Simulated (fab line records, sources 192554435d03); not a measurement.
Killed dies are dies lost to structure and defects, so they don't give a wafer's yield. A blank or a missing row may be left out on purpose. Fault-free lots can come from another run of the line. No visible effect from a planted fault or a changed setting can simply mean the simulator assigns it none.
Matching of chambers + flow n5-finfet + N5_BEOL_M3_ETCH_63 on rie-diel-03: 4 sister chambers
The step etches SiARC in CF4, target depth 15.6 nm, time 26 s. 22 wafers are shown with their chamber, then 11 later ones without.

## WAFERS PAIRED WITH THEIR CHAMBERS
| wafer  | chamber | showerhead-plenum-p-Torr (Torr) | throttle-valve-pct (%) | drypump-motor-current-A (A) |
|--------|---------|---------------------------------|------------------------|-----------------------------|
| L079.2 | 3       | 2.14                            | 15.87                  | 5.4                         |
| L079.5 | 2       | 2.22                            | 15.46                  | 5.7                         |
| L079.6 | 1       | 2.16                            | 15.38                  | 5.2                         |
| L080.2 | 3       | 2.14                            | 15.86                  | 5.4                         |
| L080.3 | 2       | 2.22                            | 15.46                  | 5.7                         |
| L080.6 | 3       | 2.14                            | 15.88                  | 5.4                         |
| L083.2 | 3       | 2.14                            | 15.89                  | 5.4                         |
| L083.3 | 0       | 2.10                            | 15.28                  | 6.2                         |
| L083.6 | 3       | 2.14                            | 15.88                  | 5.4                         |
| L082.2 | 1       | 2.16                            | 15.40                  | 5.1                         |
| L082.4 | 3       | 2.14                            | 15.86                  | 5.4                         |
| L082.5 | 1       | 2.16                            | 15.39                  | 5.1                         |
| L081.3 | 3       | 2.14                            | 15.87                  | 5.4                         |
| L081.5 | 1       | 2.16                            | 15.40                  | 5.1                         |
| L081.6 | 2       | 2.21                            | 15.48                  | 5.8                         |
| L090.2 | 3       | 2.13                            | 15.91                  | 5.4                         |
| L090.3 | 1       | 2.16                            | 15.41                  | 5.1                         |
| L090.4 | 0       | 2.10                            | 15.30                  | 6.3                         |
| L091.1 | 1       | 2.16                            | 15.43                  | 5.1                         |
| L091.3 | 3       | 2.13                            | 15.89                  | 5.4                         |
| L091.6 | 0       | 2.10                            | 15.29                  | 6.3                         |
| L094.1 | 3       | 2.13                            | 15.91                  | 5.4                         |

SIGNATURES (means of the wafers above)
| reading                  | chamber 0 | chamber 1 | chamber 2 | chamber 3 | scatter within a chamber |
|--------------------------|-----------|-----------|-----------|-----------|--------------------------|
| showerhead-plenum-p-Torr | 2.1000    | 2.1600    | 2.2167    | 2.1370    | 0.00392                  |
| throttle-valve-pct       | 15.2900   | 15.4017   | 15.4667   | 15.8820   | 0.0165                   |
| drypump-motor-current-A  | 6.267     | 5.117     | 5.733     | 5.400     | 0.0347                   |
Rule: for a wafer and a chamber, the distance is found by dividing, reading by reading, the gap between the wafer's reading and the chamber's mean by the reading's scatter, squaring, summing and taking the root. The wafer belongs to the nearest chamber; if the next one is less than 2 further off, it can't be placed. The scatter: take each reading less its chamber's mean, square it, sum over the shown wafers, divide by the number of wafers less the number of chambers, and take the root.

## WAFERS WHOSE CHAMBER IS MISSING
| wafer  | showerhead-plenum-p-Torr (Torr) | throttle-valve-pct (%) | drypump-motor-current-A (A) |
|--------|---------------------------------|------------------------|-----------------------------|
| L094.2 | 2.21                            | 15.50                  | 5.8                         |
| L094.3 | 2.10                            | 15.31                  | 6.2                         |
| L095.2 | 2.13                            | 15.92                  | 5.4                         |
| L095.3 | 2.15                            | 15.43                  | 5.1                         |
| L095.6 | 2.10                            | 15.32                  | 6.2                         |
| L097.1 | 2.15                            | 15.44                  | 5.1                         |
| L097.3 | 2.10                            | 15.32                  | 6.2                         |
| L097.6 | 2.21                            | 15.51                  | 5.8                         |
| L096.4 | 2.10                            | 15.31                  | 6.2                         |
| L096.5 | 2.15                            | 15.45                  | 5.1                         |
| L096.6 | 2.21                            | 15.52                  | 5.8                         |

## WHICH CHAMBER EACH WENT THROUGH
| wafer  | from the rows above | in truth |
|--------|---------------------|----------|
| L094.2 | 2                   | 2        |
| L094.3 | 0                   | 0        |
| L095.2 | 3                   | 3        |
| L095.3 | 1                   | 1        |
| L095.6 | 0                   | 0        |
| L097.1 | 1                   | 1        |
| L097.3 | 0                   | 0        |
| L097.6 | 2                   | 2        |
| L096.4 | 0                   | 0        |
| L096.5 | 1                   | 1        |
| L096.6 | 2                   | 2        |
11 of 11 placed correctly. Number that these rows cannot place: 0. 0 placed wrongly.
